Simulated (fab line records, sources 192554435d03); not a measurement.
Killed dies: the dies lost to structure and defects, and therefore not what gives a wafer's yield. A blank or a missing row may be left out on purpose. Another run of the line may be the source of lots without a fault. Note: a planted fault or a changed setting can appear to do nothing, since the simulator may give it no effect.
fab line records	flow n5Finfet
record: lots: 7	wafers: 21	lastDay: 20
route steps=1938 shown BEOL_M2@881 BEOL_M4@1111 PASSIVATION@1936
lots that met no fault: taken from a fault-free run of the same line
startH: the number of hours between the record's first day and the start of the first shown wafer of the lot	waitH: hours from the lot's prior step to this one	" the same as in the row above	L1.1+2: one row covering several wafers at once	- value missing, or start not given	* or withheld: withheld	< > ~ a bound
route shown NAME@n: NAME is a module with steps in the file, n the number in the route of the first one	usual: mean/standard deviation of fault-free wafers	same: alike in all rows	chamber/n: place in a boat	sites: each site's reading	_std_site: standard deviation of those values	_edge_site: outer sites' mean less inner sites'	radiusMm: for every site, how far away it sits from the centre of the wafer	mask NAME#n: copy n	behind: the last tool/chamber to shape the wafer	hold: reason for holding the lot/hours on hold/outcome of the hold	device: whichever transistor did not switch (one of n, p or np)	end of line: the same wafers' tests at the end of the route	a step given without rows: its recipe and nothing more	killed: not the wafer's yield, but the dies lost to structure and defects at the first sort	map: shows each die of a wafer: x if killed, . if not, _ if none is there
set.NAME: the setting as run; set.NAME@STEP: as run at that earlier step	model.NAME: the simulator's own value behind a step, which no gauge read
one table for each step of the route and one row for each wafer, over a sample of lots
services: when a tool's chamber went out of use (startH, in hours from the record's first day, below 0 if earlier), for how many hours, and the reason
== steps ==
step: N5_BEOL_M2_ETCH_69
recipe: chemistry: CF4	target: SiARC	targetDepthA: 156	maskMaterial: CAR-EUV	timeS: 26	ionEnergyEv: 80	pressureMtorr: 40	sourceW: 545	biasW: 36	Ar_flow_sccm: 100	cf4FlowSccm: 100	ends: cleared
usual: drypumpMotorCurrentA: 5.48/0.22	etchRfOnTimeS: 26.1/0.42	mfcArSccm: 100.0/0.33	oesProductAu: 0.67/0.066	rfFwdPowerW: 532.3/1.9	rfVppV: 184.0/1.4	showerheadPlenumPTorr: 2.14/0.068	throttleValvePct: 15.61/0.22
lot.wafer	tool	chamber	startH	waitH	drypumpMotorCurrentA	etchRfOnTimeS	mfcArSccm	oesProductAu	rfFwdPowerW	rfHoursCounterH	rfVppV	showerheadPlenumPTorr	throttleValvePct
L283.2	rieDiel-05	3	145.25	0.0	5.59	25.6	99.5	0.81	533.8	18	184.2	2.19	15.39
L283.3	"	2	"	"	5.90	26.7	99.7	0.62	535.3	185	185.1	2.13	15.52
L283.5	"	2	"	"	5.90	26.8	100.0	0.63	535.1	-	183.8	2.13	15.51
L285.1	rieDiel-05	1	155.97	0.0	5.57	26.6	100.4	0.58	533.3	247	183.9	2.19	15.90
L285.2	"	0	"	"	5.11	26.2	100.1	0.64	534.0	157	185.3	2.23	15.92
L285.6	"	2	"	"	5.88	27.0	99.6	0.61	536.6	-	184.8	2.13	15.52
L286.3	rieDiel-03	0	172.38	0.0	5.46	26.3	100.0	0.63	532.9	162	185.0	2.14	15.63
L286.5	"	3	"	"	5.29	26.0	99.7	0.73	528.9	-	183.8	2.17	15.75
L286.6	"	0	"	"	5.43	26.5	99.9	0.62	532.7	-	183.4	2.14	15.61
L302.1	rieDiel-06	1	263.81	0.0	5.89	25.5	100.0	0.67	537.0	114	185.0	2.16	15.28
L302.4	"	0	"	"	5.55	26.2	99.7	0.62	534.5	210	182.2	2.04	15.84
L302.5	"	3	"	"	5.31	25.9	100.8	0.66	533.9	-	183.8	2.14	15.75
L298.2	rieDiel-05	2	279.54	0.0	5.90	26.9	99.9	0.59	533.7	232	184.0	2.12	15.60
L298.4	"	3	"	"	5.60	26.0	100.2	0.73	532.2	66	185.0	2.18	15.50
L298.6	"	2	"	"	5.92	26.7	100.1	0.59	535.2	-	181.3	2.12	15.59
L303.1	rieDiel-03	1	285.81	0.0	5.44	25.6	100.3	0.72	529.9	75	185.7	2.16	15.23
L303.4	"	2	"	"	5.61	25.8	99.8	0.62	532.5	180	181.4	1.97	15.76
L303.6	"	2	"	"	5.61	26.0	99.8	0.62	530.0	-	180.8	1.97	15.76
L304.1	rieDiel-03	1	288.22	0.0	5.47	25.9	99.8	0.72	532.6	76	185.1	2.16	15.24
L304.4	"	2	"	"	5.59	25.9	100.2	0.62	530.3	180	180.2	1.97	15.76
L304.6	"	3	"	"	5.28	25.7	99.6	0.71	531.1	-	183.6	2.16	15.82
step: N5_BEOL_M2_TRENCH_ETCH_37
recipe: chemistry: C4F6/O2	targetDepthA: 555.55	target: SiOC	timeS: 29.2	ionEnergyEv: 250	pressureMtorr: 30	sourceW: 355	biasW: 185	Ar_flow_sccm: 300	C4F6_flow_sccm: 10	O2_flow_sccm: 10
usual: drypumpMotorCurrentA: 5.50/0.21	mfcArSccm: 300.0/0.95	oes_f_703_au: 0.78/0.073	oes_o_777_au: 0.78/0.072	oesProductAu: 0.78/0.074	rfFwdPowerW: 350.3/1.4	rfVppV: 667/5	showerheadPlenumPTorr: 2.83/0.094	throttleValvePct: 20.85/0.22
lot.wafer	tool	chamber	startH	waitH	drypumpMotorCurrentA	mfcArSccm	oes_f_703_au	oes_o_777_au	oesProductAu	rfFwdPowerW	rfHoursCounterH	rfVppV	showerheadPlenumPTorr	throttleValvePct
L283.2	rieDiel-03	0	170.02	-	5.49	301.5	0.73	0.74	0.73	350.6	161	666	2.85	20.80
L283.3	"	3	"	"	5.28	299.4	0.86	0.86	0.87	349.4	44	667	2.88	21.02
L283.5	"	2	"	"	5.62	301.1	0.74	0.74	0.75	349.6	-	658	2.63	20.89
L285.1	rieDiel-03	3	172.85	-	5.31	299.0	0.85	0.85	0.86	350.7	45	667	2.88	21.04
L285.2	"	0	"	"	5.44	299.7	0.73	0.74	0.73	350.8	162	667	2.85	20.82
L285.6	"	2	"	"	5.61	299.3	0.74	0.74	0.74	348.1	-	658	2.63	20.88
L286.3	rieDiel-03	1	176.40	-	5.42	298.1	0.89	0.87	0.88	351.4	39	674	2.89	20.42
L286.5	"	2	"	"	5.62	301.0	0.74	0.73	0.74	348.5	-	661	2.63	20.88
L286.6	"	3	"	"	5.30	300.0	0.85	0.85	0.86	350.6	-	667	2.88	21.04
L302.1	rieDiel-03	0	290.82	-	5.47	299.6	0.70	0.72	0.70	352.0	200	667	2.83	20.87
L302.4	"	1	"	"	5.45	301.0	1.07	1.04	0.88	435.1	77	605	2.87	20.51
L302.5	"	0	"	"	5.45	299.5	0.71	0.71	0.70	351.0	-	666	2.83	20.86
L298.2	rieDiel-05	2	291.01	-	5.92	298.1	0.68	0.69	0.69	352.4	236	676	2.82	20.81
L298.4	"	1	"	"	5.57	299.9	0.89	0.89	0.89	351.0	35	670	2.89	20.76
L298.6	"	1	"	"	5.55	300.4	0.89	0.89	0.89	349.2	-	671	2.89	20.76
L304.1	rieDiel-03	0	297.61	-	5.46	299.4	0.70	0.71	0.70	352.7	203	666	2.83	20.87
L304.4	"	0	"	"	5.49	299.7	0.70	0.71	0.70	351.4	-	666	2.83	20.88
L304.6	"	3	"	"	5.32	301.8	0.80	0.80	0.81	349.7	-	668	2.87	21.10
L303.1	rieDiel-06	1	302.71	-	5.86	298.5	0.76	0.75	0.76	353.2	132	667	2.87	20.51
L303.4	"	1	"	"	5.87	300.2	0.75	0.74	0.76	351.9	-	666	2.87	20.53
L303.6	"	3	"	"	5.32	299.9	0.76	0.76	0.75	347.3	-	671	2.84	21.04
step: N5_BEOL_M2_STRIP_97
recipe: chemistry: N2/H2	timeS: 10	powerW: 450	tempC: 40	pressureMtorr: 20	rfFrequencyHz: 6e+07	biasPowerW: 7	n2FlowSccm: 200	h2FlowSccm: 200
usual: drypumpMotorCurrentA: 5.50/0.21	oesProductAu: 0.79/0.075	rfVppV: 59.1/1	showerheadPlenumPTorr: 2.52/0.09	throttleValvePct: 23.61/0.22
lot.wafer	tool	chamber	startH	waitH	drypumpMotorCurrentA	oesProductAu	rfHoursCounterH	rfVppV	showerheadPlenumPTorr	throttleValvePct
L283.2	rieDiel-03	0	-	-	5.46	0.74	161	60.6	2.54	23.42
L283.3	"	3	"	"	5.22	0.87	44	59.1	2.58	23.80
L283.5	"	2	"	"	5.62	0.76	-	57.9	2.33	23.51
L285.1	rieDiel-03	3	-	-	5.29	0.87	45	60.9	2.58	23.80
L285.2	"	0	"	"	5.45	0.73	162	58.6	2.54	23.41
L285.6	"	2	"	"	5.61	0.75	-	58.2	2.33	23.53
L286.3	rieDiel-03	1	-	-	5.44	0.89	39	61.1	2.57	23.31
L286.5	"	2	"	"	5.61	0.75	-	58.8	2.33	23.53
L286.6	"	3	"	"	5.33	0.85	-	59.3	2.58	23.80
L302.1	rieDiel-03	0	-	-	5.47	0.70	200	59.0	2.52	23.48
L302.4	"	1	"	"	5.46	0.83	77	59.7	2.56	23.37
L302.5	"	0	"	"	5.46	0.71	-	58.8	2.52	23.48
L298.2	rieDiel-05	2	-	-	5.92	0.69	236	60.6	2.50	23.35
L298.4	"	1	"	"	5.55	0.89	35	58.7	2.59	23.82
L298.6	"	1	"	"	5.54	0.89	-	58.3	2.59	23.82
L304.1	rieDiel-03	0	-	-	5.46	0.70	203	59.0	2.52	23.47
L304.4	"	0	"	"	5.48	0.71	-	58.6	2.52	23.47
L304.6	"	3	"	"	5.31	0.82	-	57.4	2.56	23.84
L303.1	rieDiel-06	1	-	-	5.86	0.76	132	58.0	2.55	23.46
L303.4	"	1	"	"	5.85	0.75	-	58.8	2.54	23.46
L303.6	"	3	"	"	5.34	0.75	-	59.0	2.53	23.94
step: N5_BEOL_M2_OCD_MEAS_38
usual: trenchDepthNm: 55.2/0.78
lot.wafer	tool	chamber	startH	waitH	trenchDepthNm
L283.2	ocd-01	-	170.18	-	55.3
L283.3	"	-	"	"	56.4
L283.5	"	-	"	"	55.5
L285.1	ocd-01	-	173.00	-	55.6
L285.2	"	-	"	"	54.3
L285.6	"	-	"	"	54.7
L286.3	ocd-01	-	176.56	-	55.7
L286.5	"	-	"	"	55.8
L286.6	"	-	"	"	55.2
L302.1	ocd-02	-	290.97	-	54.6
L302.4	"	-	"	"	60.0
L302.5	"	-	"	"	55.0
L298.2	ocd-01	-	291.17	-	54.1
L298.4	"	-	"	"	57.1
L298.6	"	-	"	"	56.7
L304.1	ocd-02	-	297.77	-	54.1
L304.4	"	-	"	"	53.9
L304.6	"	-	"	"	55.5
L303.1	ocd-02	-	302.86	-	56.4
L303.4	"	-	"	"	55.7
L303.6	"	-	"	"	55.1
step: N5_BEOL_M2_ALD_84
recipe: material: TaN	targetThkA: *	tempC: 275	aldPrecursorFamily: PDMAT	aldCoReactant: NH3	pressureTorr: 3	carrierFlowSccm: 1500	pulseTimeS: 2	purgeTimeS: 3	coReactantPurgeTimeS: 2	coReactantPulseTimeS: 3	aldCycles: 30	precursorVesselTempC: 75	precursorVesselPressureTorr: 26.25	precursorVesselCarrierSccm: 1000
usual: chamberPressureTorr: 3.000/0.006	heaterPowerW: 440/30	precursorVesselPressureTorr: 26.26/0.05	precursorVesselTempC: 75.01/0.13
lot.wafer	tool	chamber	startH	waitH	chamberPressureTorr	heaterPowerW	precursorVesselPressureTorr	precursorVesselTempC
L283.2	aldMetal-03	1	170.57	0.0	2.999	446	26.26	75.24
L283.3	"	3	"	"	2.998	436	26.36	75.00
L283.5	"	3	"	"	2.998	438	26.37	74.91
L285.1	aldMetal-03	3	173.33	0.1	2.999	440	26.34	75.02
L285.2	"	2	"	"	2.989	466	26.34	74.94
L285.6	"	3	"	"	3.004	437	26.23	74.85
L286.3	aldMetal-02	1	177.08	0.3	3.010	445	26.16	74.82
L286.5	"	3	"	"	3.008	436	26.24	74.94
L286.6	"	2	"	"	2.993	458	26.25	74.96
L302.1	aldMetal-04	2	291.72	0.0	3.007	424	26.35	75.14
L302.4	"	0	"	"	3.003	449	26.32	75.07
L302.5	"	2	"	"	3.008	427	26.20	74.86
L298.2	aldMetal-03	2	292.35	0.3	3.000	450	26.18	74.91
L298.4	"	3	"	"	3.009	432	26.29	74.99
L298.6	"	3	"	"	2.997	442	26.32	74.96
L304.1	aldMetal-03	0	299.07	0.3	3.000	446	26.23	75.02
L304.4	"	3	"	"	3.002	443	26.25	75.26
L304.6	"	1	"	"	2.997	436	26.18	75.25
L303.1	aldMetal-02	1	303.66	0.1	2.997	440	26.21	74.92
L303.4	"	2	"	"	3.001	453	26.23	74.99
L303.6	"	2	"	"	2.995	452	26.19	75.07
step: N5_BEOL_M2_THK_MEAS_53
recipe: thkMeasGauge: xrf	reads: Cu_of_BEOL_M2_ECD_50
usual: M2_THK: 39.3/1.2
lot.wafer	tool	chamber	startH	waitH	M2_THK[nm]
L283.2	filmMetro-01	-	173.81	-	39.5
L283.3	"	-	"	"	40.3
L283.5	"	-	"	"	39.7
L285.1	filmMetro-02	-	176.57	-	40.5
L285.2	"	-	"	"	39.8
L285.6	"	-	"	"	39.4
L286.3	filmMetro-02	-	181.50	-	39.7
L286.5	"	-	"	"	39.9
L286.6	"	-	"	"	38.8
L302.1	filmMetro-02	-	296.46	-	36.7
L302.4	"	-	"	"	43.7
L302.5	"	-	"	"	38.0
L298.2	filmMetro-02	-	297.20	-	36.2
L298.4	"	-	"	"	39.9
L298.6	"	-	"	"	39.0
L304.1	filmMetro-01	-	303.85	-	38.4
L304.4	"	-	"	"	38.6
L304.6	"	-	"	"	41.6
L303.1	filmMetro-01	-	308.67	-	38.6
L303.4	"	-	"	"	39.5
L303.6	"	-	"	"	37.6
step: N5_BEOL_M2_RS_MEAS_58
recipe: thkMeasGauge: four-point-probe	reads: Co_of_BEOL_M2_CO_CAP_55+Cu_of_BEOL_M2_ECD_50+Co_of_BEOL_M2_CVD_47+TaN_of_BEOL_M2_ALD_84
usual: M2_RS: 0.687/0.027
lot.wafer	tool	chamber	startH	waitH	M2_RS[ohm/sq]
L283.2	filmMetro-01	-	174.12	0.1	0.688
L283.3	"	-	"	"	0.669
L283.5	"	-	"	"	0.682
L285.1	filmMetro-01	-	176.84	0.0	0.661
L285.2	"	-	"	"	0.675
L285.6	"	-	"	"	0.681
L286.3	filmMetro-01	-	181.78	0.1	0.678
L286.5	"	-	"	"	0.673
L286.6	"	-	"	"	0.696
L302.1	filmMetro-01	-	296.72	0.0	0.748
L302.4	"	-	"	"	0.605
L302.5	"	-	"	"	0.725
L298.2	filmMetro-02	-	297.47	0.1	0.782
L298.4	"	-	"	"	0.686
L298.6	"	-	"	"	0.709
L304.1	filmMetro-02	-	304.11	0.0	0.706
L304.4	"	-	"	"	0.698
L304.6	"	-	"	"	0.640
L303.1	filmMetro-01	-	309.01	0.0	0.696
L303.4	"	-	"	"	0.681
L303.6	"	-	"	"	0.724
step: N5_BEOL_M4_RC_MEAS_101
usual: DIBL_N: 36.3/1.2	DIBL_P: 36.3/1.4	IOFF_N: 0.160/0.02	IOFF_P: 0.210/0.025	ION_N: 675/9.5	ION_P: 462/7	SS_N: 71.5/0.53	SS_P: 73.4/0.55	VT_N: 249.5/2.6	VT_P: -250.1/2.9
lot.wafer	tool	chamber	startH	waitH	DIBL_N[mV/V]	DIBL_P[mV/V]	IOFF_N[nA/um]	IOFF_P[nA/um]	ION_N[uA/um]	ION_P[uA/um]	SS_N[mV/dec]	SS_P[mV/dec]	VT_N[mV]	VT_P[mV]
L283.2	prober-02	0	210.61	0.2	36.3	34.9	0.153	0.215	677	470	71.7	73.4	250.1	-252.6
L283.3	"	0	"	"	34.5	32.6	0.122	0.183	668	466	70.6	73.0	249.7	-251.5
L283.5	"	0	"	"	35.9	34.7	0.137	0.208	664	461	70.9	74.0	249.9	-249.6
L285.1	prober-01	0	216.87	0.0	37.5	36.8	0.145	0.188	653	450	71.6	73.6	254.1	-254.0
L285.2	"	0	"	"	37.3	36.6	0.143	0.180	662	453	71.6	73.6	252.0	-252.6
L285.6	"	0	"	"	39.3	38.2	0.168	0.201	665	455	72.5	73.5	250.0	-252.0
L286.3	prober-02	0	218.33	0.3	36.7	37.4	0.178	0.258	679	466	71.6	74.1	245.1	-243.4
L286.5	"	0	"	"	36.0	36.1	0.155	0.236	667	460	71.6	73.8	250.2	-246.4
L286.6	"	0	"	"	35.7	35.6	0.147	0.217	668	460	71.5	73.6	247.7	-246.2
L298.2	prober-02	0	341.08	0.2	37.2	34.9	0.162	0.192	673	456	71.7	73.2	248.4	-251.6
L298.4	"	0	"	"	35.2	33.0	0.126	0.172	674	459	71.4	73.3	256.2	-251.6
L298.6	"	0	"	"	37.3	35.3	0.164	0.212	678	460	71.6	73.9	250.0	-249.3
L302.1	prober-01	0	344.62	0.0	36.0	36.6	0.165	0.215	682	462	71.3	73.0	247.6	-251.8
L302.4	"	0	"	"	35.2	35.6	0.144	0.190	674	462	70.7	73.1	250.9	-250.1
L302.5	"	0	"	"	35.2	35.0	0.141	0.183	679	466	71.6	73.3	252.5	-251.1
L304.1	prober-01	0	356.00	0.0	33.8	35.9	0.157	0.187	675	459	70.8	73.3	248.4	-252.7
L304.4	"	0	"	"	35.6	36.3	0.190	0.194	668	452	71.2	73.7	248.9	-254.3
L304.6	"	0	"	"	36.2	37.2	0.183	0.204	668	452	71.7	74.0	250.5	-252.4
L303.1	prober-02	0	363.29	0.0	35.3	36.4	0.154	0.208	679	472	71.6	72.7	247.8	-249.9
L303.4	"	0	"	"	34.8	34.8	0.143	0.183	683	466	70.8	72.7	248.7	-250.5
L303.6	"	0	"	"	34.6	35.8	0.151	0.206	691	466	71.3	72.1	250.1	-247.9
step: N5_PASSIVATION_PROBE_49
usual: defectLimitedYield: 90.9/1.3	killed_at_M0_to_M3: 36/11	killed_at_M4_up: 13/5.1	killedAtContacts: 14/4.9	killedAtFrontEnd: 41/10	killedAtOther: 3.4/2.6	killedDies: 107/16	killedOpen: 70/11	killedShort: 36/7.8	sort_bin_5_function: 5.4/0.84	sort_bin_6_memory: 3.4/0.67	sort_bin_8_speed: 0.00/0.0099	sortNPass: 1073/16	sortYieldPct: 90.9/1.3
same: grossDies: 1180	killedAtBackSide: 0	sort_bin_4_leakage[%]: 0
lot.wafer	tool	chamber	startH	waitH	defectLimitedYield[%]	killed_at_M0_to_M3	killed_at_M4_up	killedAtContacts	killedAtFrontEnd	killedAtOther	killedDies	killedOpen	killedShort	sort_bin_5_function[%]	sort_bin_6_memory[%]	sort_bin_8_speed[%]	sortNPass	sortYieldPct[%]
L286.3	prober-02	-	334.78	0.1	90.8	55	11	12	30	0	108	79	29	5.5	3.2	0	1072	90.8
L286.5	prober-02	-	334.88	0.2	91.6	33	9	16	39	2	99	76	22	5.1	3.1	0	1081	91.6
L286.6	prober-02	-	334.93	0.3	91.9	29	16	23	26	1	95	60	35	5.7	2.1	0	1085	91.9
L304.1	prober-01	-	465.15	0.1	90.1	53	18	8	38	0	117	67	45	6.2	3.3	0	1063	90.1
L304.4	prober-01	-	465.30	0.2	92.1	35	17	13	28	0	93	65	26	4.1	3.7	0	1087	92.1
L304.6	prober-01	-	465.40	0.3	90.8	30	13	11	51	3	108	63	36	5.2	3.0	0	1072	90.8
killed by level:class
L286.3 BEOL_M0_SAQP:geometricParticle:open=21 BEOL_M0_SAQP:geometricParticle:short=13 STI_FIN_REVEAL:geometricParticle:open=12 MOL_CONTACT_COAG:geometricParticle:open=12 BEOL_M3:geometricParticle:open=8 BEOL_M2:geometricParticle:open=6 BEOL_M3:geometricParticle:short=4 FIN_SAQP:geometricParticle:open=3
L286.5 MOL_CONTACT_COAG:geometricParticle:open=14 STI_FIN_REVEAL:geometricParticle:open=12 FIN_SAQP:geometricParticle:open=11 BEOL_M3:geometricParticle:open=9 BEOL_M2:geometricParticle:open=6 BEOL_M0_SAQP:geometricParticle:open=5 STI_FIN_REVEAL:geometricParticle:short=4 GATE_CUT:geometricParticle:short=4
L286.6 MOL_CONTACT_COAG:geometricParticle:open=17 STI_FIN_REVEAL:geometricParticle:open=12 BEOL_M0_SAQP:geometricParticle:short=8 MOL_CONTACT_COAG:geometricParticle:short=6 BEOL_M3:geometricParticle:open=6 BEOL_M0_SAQP:geometricParticle:open=5 BEOL_M4:geometricParticle:open=5 STI_FIN_REVEAL:geometricParticle:short=3
L304.1 BEOL_M0_SAQP:geometricParticle:short=19 BEOL_M0_SAQP:geometricParticle:open=14 BEOL_M2:geometricParticle:open=8 MOL_CONTACT_COAG:geometricParticle:open=6 STI_FIN_REVEAL:geometricParticle:open=5 DUMMY_GATE:geometricParticle:open=5 BEOL_M5:geometricParticle:short=5 BEOL_M4:geometricParticle:open=5
L304.4 BEOL_M1:geometricParticle:open=12 MOL_CONTACT_COAG:geometricParticle:open=10 BEOL_M4:geometricParticle:open=7 DUMMY_GATE:geometricParticle:open=6 BEOL_M0_SAQP:geometricParticle:open=6 BEOL_M3:geometricParticle:open=5 BEOL_M0_SAQP:geometricParticle:short=5 FIN_SAQP:geometricParticle:short=4
L304.6 DUMMY_GATE:geometricParticle:open=14 MOL_CONTACT_COAG:geometricParticle:open=9 BEOL_M0_SAQP:geometricParticle:open=9 BEOL_M1:geometricParticle:open=7 HKMG_FIN:areaEtch=6 FIN_SAQP:geometricParticle:open=4 FIN_SAQP:geometricParticle:short=4 BEOL_M5:geometricParticle:short=4
== services ==
tool	chamber	startH	hours	kind
aldMetal-03	-	125.78	14.6	pm
aldMetal-04	1	151.72	-	calibration
rieDiel-05	1	166.89	-	clean
rieDiel-05	1	166.89	-	consumableReplace:focusRing
rieDiel-05	2	191.71	1.3	repair
aldMetal-02	2	197.82	5.7	repair
aldMetal-03	3	197.98	31.3	repair
aldMetal-03	2	214.74	-	calibration
aldMetal-02	-	236.89	2.8	pm
aldMetal-03	1	263.77	5.8	repair
rieDiel-06	2	285.04	20.5	repair
rieDiel-03	1	290.99	9.8	repair
aldMetal-04	3	291.30	6.7	repair
rieDiel-05	0	297.70	19.9	repair
rieDiel-06	0	300.01	1.3	repair
rieDiel-06	3	303.75	16.3	repair
== key ==
firstSign: step: N5_BEOL_M2_TRENCH_ETCH_37	reading: rfFwdPowerW	direction: up	sigmas: 59	usual: *	struck: *
effect: step: N5_BEOL_M2_TRENCH_ETCH_37	reading: rfVppV	direction: down	sigmas: 13	usual: 667	struck: 605
effect: step: N5_BEOL_M2_OCD_MEAS_38	reading: trenchDepthNm	direction: up	sigmas: 6.1	usual: 55.2	struck: 60.0
effect: step: N5_BEOL_M2_THK_MEAS_53	reading: M2_THK	direction: up	sigmas: 3.7	usual: 39.3	struck: 43.7
effect: step: N5_BEOL_M2_RS_MEAS_58	reading: M2_RS	direction: down	sigmas: 3	usual: 0.687	struck: 0.605
metAt N5_BEOL_M2_TRENCH_ETCH_37
struckLots L302
struckWafers L302.4
notActingAt N5_BEOL_M2_ETCH_69,N5_BEOL_M2_STRIP_97,N5_BEOL_M2_ALD_84
onsetBetween 176.40 290.82
fault: kind: processParameterDrift	tool: rieDiel-03	chamber: 1	onsetH: 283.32	steps: N5_BEOL_M2_TRENCH_ETCH_37	channel: sourceW	offset: 85.2	shape: step	endH: 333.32	actsIn: theseRecipesOnly	stated: 355
